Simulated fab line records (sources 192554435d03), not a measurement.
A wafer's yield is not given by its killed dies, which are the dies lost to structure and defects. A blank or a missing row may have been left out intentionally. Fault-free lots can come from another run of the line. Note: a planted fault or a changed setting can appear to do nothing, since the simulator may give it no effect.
Chamber matching + flow n5-finfet + N5_DUMMY_GATE_ALD_02 on ald-sin-02: 4 sister chambers
The step deposits SiO2, target thk 2 nm, pulse time 1 s. 20 wafers are shown with their chamber, then 10 later ones without.

== EACH WAFER AND ITS CHAMBER ==
| wafer  | chamber | heater-power-w (W) | precursor-pulse-height-rel |
|--------|---------|--------------------|----------------------------|
| L078.1 | 3       | 529                | 1.015                      |
| L078.2 | 0       | 538                | 0.995                      |
| L078.3 | 2       | 519                | 0.982                      |
| L078.4 | 1       | 452                | 0.998                      |
| L078.5 | 0       | 548                | 1.020                      |
| L078.6 | 3       | 523                | 0.998                      |
| L079.2 | 1       | 463                | 1.039                      |
| L079.3 | 0       | 528                | 1.006                      |
| L079.4 | 3       | 531                | 1.001                      |
| L080.2 | 0       | 545                | 0.998                      |
| L080.5 | 3       | 530                | 0.985                      |
| L080.6 | 0       | 541                | 0.964                      |
| L083.3 | 1       | 458                | 0.972                      |
| L083.5 | 0       | 526                | 0.974                      |
| L083.6 | 1       | 455                | 0.997                      |
| L085.2 | 1       | 466                | 1.014                      |
| L085.3 | 0       | 545                | 1.016                      |
| L085.4 | 2       | 512                | 0.998                      |
| L086.1 | 1       | 460                | 1.011                      |
| L086.5 | 2       | 507                | 0.996                      |

SIGNATURES (averages over the wafers above)
| reading                    | chamber 0 | chamber 1 | chamber 2 | chamber 3 | scatter within a chamber |
|----------------------------|-----------|-----------|-----------|-----------|--------------------------|
| heater-power-w             | 538.71    | 459.00    | 512.67    | 528.25    | 6.57                     |
| precursor-pulse-height-rel | 0.99614   | 1.00517   | 0.99200   | 0.99975   | 0.0188                   |
Rule: for a wafer and a chamber, the distance is found by dividing, reading by reading, the gap between the wafer's reading and the chamber's mean by the reading's scatter, squaring, summing and taking the root. The wafer belongs to the nearest chamber; if the next one is less than 2 further off, it can't be placed. The scatter: take each reading less its chamber's mean, square it, sum over the shown wafers, divide by the number of wafers less the number of chambers, and take the root.

== WAFERS WITHOUT THEIR CHAMBER ==
| wafer  | heater-power-w (W) | precursor-pulse-height-rel |
|--------|--------------------|----------------------------|
| L086.6 | 458                | 1.044                      |
| L087.1 | 535                | 0.981                      |
| L087.3 | 465                | 1.004                      |
| L087.6 | 533                | 0.980                      |
| L092.1 | 519                | 0.988                      |
| L092.4 | 523                | 1.040                      |
| L092.6 | 541                | 1.005                      |
| L094.1 | 524                | 1.005                      |
| L094.5 | 460                | 1.016                      |
| L094.6 | 509                | 0.986                      |

== WHICH CHAMBER EACH WENT THROUGH ==
| wafer  | from the rows above          | in truth |
|--------|------------------------------|----------|
| L086.6 | 1                            | 1        |
| L087.1 | can't be placed: 0 or 3      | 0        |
| L087.3 | 1                            | 1        |
| L087.6 | can't be placed: 0 or 3 or 2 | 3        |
| L092.1 | can't be placed: 2 or 3      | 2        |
| L092.4 | can't be placed: 3 or 2 or 0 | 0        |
| L092.6 | can't be placed: 0 or 3      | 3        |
| L094.1 | can't be placed: 3 or 2 or 0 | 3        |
| L094.5 | 1                            | 1        |
| L094.6 | 2                            | 2        |
Correct placement for 4 of the 10. Unplaceable from these rows: 6, with the true chamber sitting among the candidates in 6. 0 placed wrongly.
